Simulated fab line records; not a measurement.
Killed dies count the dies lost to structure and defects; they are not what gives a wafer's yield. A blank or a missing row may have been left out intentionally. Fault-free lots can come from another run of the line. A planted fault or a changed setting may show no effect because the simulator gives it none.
Split-lot trial ; flow n5_finfet ; route with 1938 steps; 7 lots, 21 wafers read

== THE SPLIT ITSELF ==
At N5_BEOL_M7_COAT_05 (resist thk 90 nm), the setting spin_rpm was moved away from the recipe's 1500 rpm on 7 of the 21 wafers read, by -7.3% to +9.8%. This setting was run at the recipe's value on the other wafers.

== FROM THE SPLIT TO THE READING: what the file shows between them, 4 steps ==
- N5_BEOL_M7_EBR_07
- N5_BEOL_M7_SOFTBAKE_06: time 60 s
- N5_BEOL_M7_EXPOSE_08: exposes mask M7
- N5_BEOL_M7_PEB_09: peb time 60 s

== THE READING ==
CAR-ArF_of_BEOL_M7_COAT_05.thk_nm (the simulator's own value, which no gauge read), in nm, at N5_BEOL_M7_DEVELOP_10 (develop time 30 s). The file gives no usual value for it. The 14 wafers here that ran the recipe average 88.1 nm, standard deviation 0.2 nm.

wafer;tool, chamber at the split;spin_rpm as run, rpm;against the recipe;CAR-ArF_of_BEOL_M7_COAT_05.thk_nm, nm;against lot-mates on the recipe
L078.1;litho_track-01, 0;1500;recipe;87.8;-
L078.2;litho_track-01, 0;1647;+9.8%;83.8;-4.2
L078.6;litho_track-01, 0;1500;recipe;88.2;-
L080.1;litho_track-05, 0;1435;-4.3%;90.6;+2.0
L080.2;litho_track-05, 0;1435;-4.3%;90.4;+1.8
L080.6;litho_track-05, 0;1500;recipe;88.6;-
L092.1;litho_track-05, 0;1500;recipe;88;-
L092.4;litho_track-05, 0;1500;recipe;88;-
L092.3;litho_track-05, 0;1500;recipe;88.2;-
L093.2;litho_track-04, 0;1646;+9.7%;84;no lot-mate on the recipe
L093.5;litho_track-04, 0;1646;+9.7%;84;no lot-mate on the recipe
L093.6;litho_track-04, 0;1646;+9.7%;84.2;no lot-mate on the recipe
L094.3;litho_track-01, 0;1500;recipe;87.8;-
L094.4;litho_track-01, 0;1391;-7.3%;91.2;+3.3
L094.5;litho_track-01, 0;1500;recipe;88;-
L096.1;litho_track-01, 0;1500;recipe;88.2;-
L096.5;litho_track-01, 0;1500;recipe;88.2;-
L096.6;litho_track-01, 0;1500;recipe;88.2;-
L097.2;litho_track-01, 0;1500;recipe;88.2;-
L097.4;litho_track-01, 0;1500;recipe;88;-
L097.5;litho_track-01, 0;1500;recipe;88;-

THE FIT
A straight line over all 21 wafers: CAR-ArF_of_BEOL_M7_COAT_05.thk_nm changes by -0.435 nm for each +1% of spin_rpm; r = -0.99; the points scatter about the line by 0.24 nm.
The same after taking each lot's own level away (the mean of its wafers on the recipe; 18 wafers): -0.437 nm for each +1%; r = -1.00; scatter 0.11 nm.
On that fit, the largest move of spin_rpm shifts the reading by 4.3 nm.
From 87.90 to 88.60 nm: that is the span of the lots' own levels, equal to 3.6 times the standard deviation above.
Hence the lot-to-lot level has little effect on the slope; both slopes agree.
Check: -4.39 nm against its lot-mates is what the line predicts for one of the wafers moved furthest among these (+9.8%) when that wafer is left out of the fit. It came out at -4.2 nm against them.

== THE OTHER SPLITS THESE WAFERS WENT THROUGH ==
Note: prior to the reading, these wafers also went through further splits. Each is held against what the fit with the lots' levels taken away leaves over:
other split on the same wafers;wafers away from the commonest value;r with CAR-ArF_of_BEOL_M7_COAT_05.thk_nm (lot level and that fit taken away)
N5_BEOL_M5_COAT_22 spin_rpm;7;+0.14
N5_BEOL_M6_ETCH_62 bias_w;6;+0.19
N5_BEOL_M6_COAT_22 spin_rpm;8;+0.06

== THE WHOLE CHAIN: every reading that the file lists as answering this split, in the file's order ==
step;what it does;reading;change (the file's fit);r (the file's)
N5_BEOL_M7_COAT_05;resist thk 90 nm;CAR-ArF_of_BEOL_M7_COAT_05.thk_nm (the simulator's own value, which no gauge read);-0.45 nm for each +1% of the setting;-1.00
N5_BEOL_M7_DEVELOP_10;develop time 30 s;CAR-ArF_of_BEOL_M7_COAT_05.thk_nm (the simulator's own value, which no gauge read);-0.438 nm for each +1% of the setting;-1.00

== FILE'S OWN FIT ==
CAR-ArF_of_BEOL_M7_COAT_05.thk_nm changes by -0.438 nm for each +1% of spin_rpm, r = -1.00.
